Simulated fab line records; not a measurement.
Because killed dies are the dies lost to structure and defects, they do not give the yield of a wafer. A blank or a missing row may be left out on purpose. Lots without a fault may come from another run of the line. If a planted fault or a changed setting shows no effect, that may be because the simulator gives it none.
The tool behind it: which one? / flow n5-finfet / 22 lots, 66 wafers sampled, at 3 steps of a route of 1938

## WHAT THE GAUGES SHOWED, per wafer
N5_BEOL_M7_CD_MEAS_35: target cd 40 nm.
lot=L074; measured=day 9 22:20; on=cd-sem-02; cd-nm (nm)=40.1 40.2 39.0
lot=L075; measured=day 10 02:49; on=cd-sem-01; cd-nm (nm)=40.2 39.6 40.5
lot=L076; measured=day 10 05:12; on=cd-sem-02; cd-nm (nm)=40.2 41.4 40.7
lot=L078; measured=day 10 05:22; on=cd-sem-02; cd-nm (nm)=39.9 40.6 40.7
lot=L081; measured=day 10 18:26; on=cd-sem-03; cd-nm (nm)=39.3 40.2 39.1
lot=L080; measured=day 10 23:58; on=cd-sem-01; cd-nm (nm)=40.2 40.4 40.2
lot=L079; measured=day 11 01:48; on=cd-sem-01; cd-nm (nm)=39.2 39.6 38.9
lot=L083; measured=day 11 04:20; on=cd-sem-01; cd-nm (nm)=39.6 40.4 40.7
lot=L082; measured=day 11 04:22; on=cd-sem-02; cd-nm (nm)=40.3 40.4 39.4
lot=L084; measured=day 11 22:43; on=cd-sem-03; cd-nm (nm)=40.6 40.7 40.3
lot=L085; measured=day 12 03:09; on=cd-sem-03; cd-nm (nm)=41.4 40.0 39.8
lot=L086; measured=day 12 10:46; on=cd-sem-01; cd-nm (nm)=40.9 40.7 39.1
lot=L088; measured=day 12 16:17; on=cd-sem-03; cd-nm (nm)=39.6 40.1 38.8
lot=L089; measured=day 13 06:55; on=cd-sem-03; cd-nm (nm)=41.3 39.4 40.2
lot=L087; measured=day 13 07:19; on=cd-sem-01; cd-nm (nm)=40.7 41.1 40.5
lot=L092; measured=day 13 07:29; on=cd-sem-02; cd-nm (nm)=40.0 39.6 39.8
lot=L091; measured=day 13 14:28; on=cd-sem-03; cd-nm (nm)=40.6 40.8 41.5
lot=L090; measured=day 13 14:37; on=cd-sem-03; cd-nm (nm)=40.1 41.4 41.1
lot=L094; measured=day 13 21:00; on=cd-sem-02; cd-nm (nm)=39.7 40.0 40.6
lot=L093; measured=day 13 21:16; on=cd-sem-02; cd-nm (nm)=40.8 41.2 39.8
lot=L097; measured=day 15 12:11; on=cd-sem-02; cd-nm (nm)=40.5 41.1 41.1
lot=L096; measured=day 16 06:26; on=cd-sem-02; cd-nm (nm)=40.0 39.8 40.0

N5_BEOL_M8_INSPECT_58: inspects for defects (darkfield).
lot=L074; measured=day 10 07:58; on=defect-inspect-01; raw-defect-count=99 50 98
lot=L075; measured=day 10 12:44; on=defect-inspect-02; raw-defect-count=58 65 100
lot=L076; measured=day 10 16:41; on=defect-inspect-02; raw-defect-count=147 102 85
lot=L078; measured=day 10 19:52; on=defect-inspect-02; raw-defect-count=72 58 45
lot=L081; measured=day 11 05:14; on=defect-inspect-02; raw-defect-count=78 51 66
lot=L080; measured=day 11 10:22; on=defect-inspect-01; raw-defect-count=71 72 77
lot=L079; measured=day 11 13:07; on=defect-inspect-01; raw-defect-count=75 115 77
lot=L083; measured=day 11 14:38; on=defect-inspect-02; raw-defect-count=120 51 105
lot=L082; measured=day 11 16:40; on=defect-inspect-02; raw-defect-count=66 64 47
lot=L084; measured=day 12 08:51; on=defect-inspect-02; raw-defect-count=98 84 92
lot=L085; measured=day 12 12:05; on=defect-inspect-01; raw-defect-count=110 84 72
lot=L086; measured=day 12 23:14; on=defect-inspect-01; raw-defect-count=112 60 74
lot=L088; measured=day 13 03:02; on=defect-inspect-01; raw-defect-count=55 48 58
lot=L089; measured=day 13 20:13; on=defect-inspect-02; raw-defect-count=60 117 62
lot=L087; measured=day 13 20:56; on=defect-inspect-02; raw-defect-count=80 66 56
lot=L092; measured=day 13 20:29; on=defect-inspect-01; raw-defect-count=76 69 63
lot=L091; measured=day 14 05:12; on=defect-inspect-01; raw-defect-count=69 66 30
lot=L090; measured=day 14 05:25; on=defect-inspect-01; raw-defect-count=69 58 57
lot=L094; measured=day 14 06:04; on=defect-inspect-02; raw-defect-count=60 39 53
lot=L093; measured=day 14 08:32; on=defect-inspect-01; raw-defect-count=51 48 104
lot=L097; measured=day 15 22:52; on=defect-inspect-01; raw-defect-count=67 74 109
lot=L096; measured=day 16 17:41; on=defect-inspect-01; raw-defect-count=113 49 61

## WHICH TOOL RAN EACH LOT (tool, then ch and the chambers of the sampled wafers, then the start)
lot=L074; N5_BEOL_M8_ETCH_72=rie-diel-06 ch 0,2, day 10 04:39
lot=L075; N5_BEOL_M8_ETCH_72=rie-diel-01 ch 0,2,3, day 10 09:04
lot=L076; N5_BEOL_M8_ETCH_72=rie-diel-03 ch 0,2,3, day 10 11:50
lot=L078; N5_BEOL_M8_ETCH_72=rie-diel-06 ch 2,3, day 10 15:05
lot=L081; N5_BEOL_M8_ETCH_72=rie-diel-06 ch 0,1, day 11 01:35
lot=L080; N5_BEOL_M8_ETCH_72=rie-diel-06 ch 0,2, day 11 06:47
lot=L079; N5_BEOL_M8_ETCH_72=rie-diel-01 ch 0,1,2, day 11 08:33
lot=L083; N5_BEOL_M8_ETCH_72=rie-diel-03 ch 0,1,2, day 11 12:01
lot=L082; N5_BEOL_M8_ETCH_72=rie-diel-06 ch 0,1,2, day 11 12:22
lot=L084; N5_BEOL_M8_ETCH_72=rie-diel-03 ch 1,3, day 12 04:51
lot=L085; N5_BEOL_M8_ETCH_72=rie-diel-01 ch 0,2, day 12 09:04
lot=L086; N5_BEOL_M8_ETCH_72=rie-diel-03 ch 0,1, day 12 20:25
lot=L088; N5_BEOL_M8_ETCH_72=rie-diel-01 ch 1,2,3, day 12 23:40
lot=L089; N5_BEOL_M8_ETCH_72=rie-diel-03 ch 0,3, day 13 17:08
lot=L087; N5_BEOL_M8_ETCH_72=rie-diel-01 ch 1,3, day 13 17:39
lot=L092; N5_BEOL_M8_ETCH_72=rie-diel-03 ch 1,2,3, day 13 17:38
lot=L091; N5_BEOL_M8_ETCH_72=rie-diel-06 ch 0,1,2, day 14 02:05
lot=L090; N5_BEOL_M8_ETCH_72=rie-diel-01 ch 0,1,3, day 14 02:29
lot=L094; N5_BEOL_M8_ETCH_72=rie-diel-03 ch 1,2,3, day 14 02:55
lot=L093; N5_BEOL_M8_ETCH_72=rie-diel-01 ch 0,3, day 14 03:54
lot=L097; N5_BEOL_M8_ETCH_72=rie-diel-03 ch 0,2, day 15 18:11
lot=L096; N5_BEOL_M8_ETCH_72=rie-diel-01 ch 2,3, day 16 15:01
- N5_BEOL_M8_ETCH_72: etches underlayer in N2/H2, target depth 6.5 nm, time 5.2 s.

## WHAT THE TOOLS THEMSELVES READ (means of the sampled wafers that have a number; where no wafer has one, the mark that the record gives instead)
N5_BEOL_M8_ETCH_72.
lot=L074; tool=rie-diel-06; chamber-pressure-mTorr (mTorr)=29.98; drypump-motor-current-A (A)=5.6; etch-rf-on-time-s (s)=5.24; n2-flow-sccm (sccm)=199.9; oes-product-au (a.u.)=0.65; rf-vpp-V (V)=526.5; showerhead-plenum-p-Torr (Torr)=2.60; throttle-valve-pct (%)=17.73
lot=L075; tool=rie-diel-01; chamber-pressure-mTorr (mTorr)=29.98; drypump-motor-current-A (A)=6.3; etch-rf-on-time-s (s)=5.22; n2-flow-sccm (sccm)=200.0; oes-product-au (a.u.)=0.67; rf-vpp-V (V)=525.4; showerhead-plenum-p-Torr (Torr)=2.58; throttle-valve-pct (%)=18.04
lot=L076; tool=rie-diel-03; chamber-pressure-mTorr (mTorr)=30.00; drypump-motor-current-A (A)=5.9; etch-rf-on-time-s (s)=5.26; n2-flow-sccm (sccm)=200.5; oes-product-au (a.u.)=0.63; rf-vpp-V (V)=522.8; showerhead-plenum-p-Torr (Torr)=2.50; throttle-valve-pct (%)=17.76
lot=L078; tool=rie-diel-06; chamber-pressure-mTorr (mTorr)=30.01; drypump-motor-current-A (A)=5.4; etch-rf-on-time-s (s)=5.52; n2-flow-sccm (sccm)=200.8; oes-product-au (a.u.)=0.63; rf-vpp-V (V)=522.8; showerhead-plenum-p-Torr (Torr)=2.54; throttle-valve-pct (%)=17.82
lot=L081; tool=rie-diel-06; chamber-pressure-mTorr (mTorr)=30.01; drypump-motor-current-A (A)=6.0; etch-rf-on-time-s (s)=5.11; n2-flow-sccm (sccm)=200.7; oes-product-au (a.u.)=0.72; rf-vpp-V (V)=526.2; showerhead-plenum-p-Torr (Torr)=2.63; throttle-valve-pct (%)=17.74
lot=L080; tool=rie-diel-06; chamber-pressure-mTorr (mTorr)=30.00; drypump-motor-current-A (A)=5.6; etch-rf-on-time-s (s)=5.34; n2-flow-sccm (sccm)=199.7; oes-product-au (a.u.)=0.63; rf-vpp-V (V)=524.8; showerhead-plenum-p-Torr (Torr)=2.59; throttle-valve-pct (%)=17.75
lot=L079; tool=rie-diel-01; chamber-pressure-mTorr (mTorr)=30.01; drypump-motor-current-A (A)=6.2; etch-rf-on-time-s (s)=5.29; n2-flow-sccm (sccm)=199.9; oes-product-au (a.u.)=0.65; rf-vpp-V (V)=524.2; showerhead-plenum-p-Torr (Torr)=2.53; throttle-valve-pct (%)=17.86
lot=L083; tool=rie-diel-03; chamber-pressure-mTorr (mTorr)=30.01; drypump-motor-current-A (A)=5.7; etch-rf-on-time-s (s)=5.23; n2-flow-sccm (sccm)=200.0; oes-product-au (a.u.)=0.62; rf-vpp-V (V)=523.3; showerhead-plenum-p-Torr (Torr)=2.54; throttle-valve-pct (%)=17.97
lot=L082; tool=rie-diel-06; chamber-pressure-mTorr (mTorr)=30.00; drypump-motor-current-A (A)=5.9; etch-rf-on-time-s (s)=5.31; n2-flow-sccm (sccm)=200.1; oes-product-au (a.u.)=0.69; rf-vpp-V (V)=525.8; showerhead-plenum-p-Torr (Torr)=2.59; throttle-valve-pct (%)=17.81
lot=L084; tool=rie-diel-03; chamber-pressure-mTorr (mTorr)=29.99; drypump-motor-current-A (A)=6.0; etch-rf-on-time-s (s)=5.21; n2-flow-sccm (sccm)=199.8; oes-product-au (a.u.)=0.68; rf-vpp-V (V)=522.6; showerhead-plenum-p-Torr (Torr)=2.49; throttle-valve-pct (%)=17.65
lot=L085; tool=rie-diel-01; chamber-pressure-mTorr (mTorr)=30.06; drypump-motor-current-A (A)=6.4; etch-rf-on-time-s (s)=5.46; n2-flow-sccm (sccm)=200.0; oes-product-au (a.u.)=0.65; rf-vpp-V (V)=524.7; showerhead-plenum-p-Torr (Torr)=2.61; throttle-valve-pct (%)=17.98
lot=L086; tool=rie-diel-03; chamber-pressure-mTorr (mTorr)=29.99; drypump-motor-current-A (A)=5.7; etch-rf-on-time-s (s)=5.21; n2-flow-sccm (sccm)=200.5; oes-product-au (a.u.)=0.64; rf-vpp-V (V)=523.1; showerhead-plenum-p-Torr (Torr)=2.54; throttle-valve-pct (%)=18.04
lot=L088; tool=rie-diel-01; chamber-pressure-mTorr (mTorr)=29.98; drypump-motor-current-A (A)=6.1; etch-rf-on-time-s (s)=5.12; n2-flow-sccm (sccm)=200.1; oes-product-au (a.u.)=0.72; rf-vpp-V (V)=522.8; showerhead-plenum-p-Torr (Torr)=2.49; throttle-valve-pct (%)=17.82
lot=L089; tool=rie-diel-03; chamber-pressure-mTorr (mTorr)=29.98; drypump-motor-current-A (A)=6.2; etch-rf-on-time-s (s)=5.18; n2-flow-sccm (sccm)=199.9; oes-product-au (a.u.)=0.65; rf-vpp-V (V)=521.5; showerhead-plenum-p-Torr (Torr)=2.46; throttle-valve-pct (%)=17.67
lot=L087; tool=rie-diel-01; chamber-pressure-mTorr (mTorr)=30.04; drypump-motor-current-A (A)=6.0; etch-rf-on-time-s (s)=5.10; n2-flow-sccm (sccm)=199.4; oes-product-au (a.u.)=0.66; rf-vpp-V (V)=522.1; showerhead-plenum-p-Torr (Torr)=2.42; throttle-valve-pct (%)=17.75
lot=L092; tool=rie-diel-03; chamber-pressure-mTorr (mTorr)=30.01; drypump-motor-current-A (A)=5.7; etch-rf-on-time-s (s)=5.34; n2-flow-sccm (sccm)=200.3; oes-product-au (a.u.)=0.64; rf-vpp-V (V)=521.1; showerhead-plenum-p-Torr (Torr)=2.52; throttle-valve-pct (%)=17.83
lot=L091; tool=rie-diel-06; chamber-pressure-mTorr (mTorr)=30.02; drypump-motor-current-A (A)=5.8; etch-rf-on-time-s (s)=5.24; n2-flow-sccm (sccm)=199.6; oes-product-au (a.u.)=0.66; rf-vpp-V (V)=524.6; showerhead-plenum-p-Torr (Torr)=2.58; throttle-valve-pct (%)=17.83
lot=L090; tool=rie-diel-01; chamber-pressure-mTorr (mTorr)=29.99; drypump-motor-current-A (A)=6.1; etch-rf-on-time-s (s)=5.26; n2-flow-sccm (sccm)=200.3; oes-product-au (a.u.)=0.67; rf-vpp-V (V)=523.9; showerhead-plenum-p-Torr (Torr)=2.50; throttle-valve-pct (%)=17.88
lot=L094; tool=rie-diel-03; chamber-pressure-mTorr (mTorr)=30.02; drypump-motor-current-A (A)=5.7; etch-rf-on-time-s (s)=5.30; n2-flow-sccm (sccm)=200.1; oes-product-au (a.u.)=0.63; rf-vpp-V (V)=522.7; showerhead-plenum-p-Torr (Torr)=2.51; throttle-valve-pct (%)=17.80
lot=L093; tool=rie-diel-01; chamber-pressure-mTorr (mTorr)=30.02; drypump-motor-current-A (A)=6.4; etch-rf-on-time-s (s)=5.27; n2-flow-sccm (sccm)=199.5; oes-product-au (a.u.)=0.68; rf-vpp-V (V)=526.0; showerhead-plenum-p-Torr (Torr)=2.58; throttle-valve-pct (%)=17.98
lot=L097; tool=rie-diel-03; chamber-pressure-mTorr (mTorr)=29.99; drypump-motor-current-A (A)=5.6; etch-rf-on-time-s (s)=5.32; n2-flow-sccm (sccm)=199.5; oes-product-au (a.u.)=0.57; rf-vpp-V (V)=521.9; showerhead-plenum-p-Torr (Torr)=2.51; throttle-valve-pct (%)=17.97
lot=L096; tool=rie-diel-01; chamber-pressure-mTorr (mTorr)=29.99; drypump-motor-current-A (A)=6.2; etch-rf-on-time-s (s)=5.04; n2-flow-sccm (sccm)=200.4; oes-product-au (a.u.)=0.72; rf-vpp-V (V)=524.7; showerhead-plenum-p-Torr (Torr)=2.54; throttle-valve-pct (%)=17.94

## THE ANSWER, worked out from the rows above alone
Rule: what is usual is taken from the lots themselves. The widest of any qualifying gaps counts: lots, ordered by their means at a reading, are off when they make up no more than a third of the lots, leave a main group of 4 or more, and stand apart from it by 3 or more times the standard deviation of that group's means. The tables above print the reading to a certain number of digits; a main group whose means all agree to those digits is not used. Also off: a lot with no number at a reading for which 4 or more lots have one. The other lots that the step has rows for count as sound. The gauges are gone through in route order, then the tools' own readings, and for those a lot's mean is taken as printed above. The first step at which some lot is off is used, and at that step the reading that is off furthest; a lot without a number counts as furthest.
No lot is off at any reading shown: from this, nothing can be told.

## WHAT WAS PUT IN BY THE SIMULATOR
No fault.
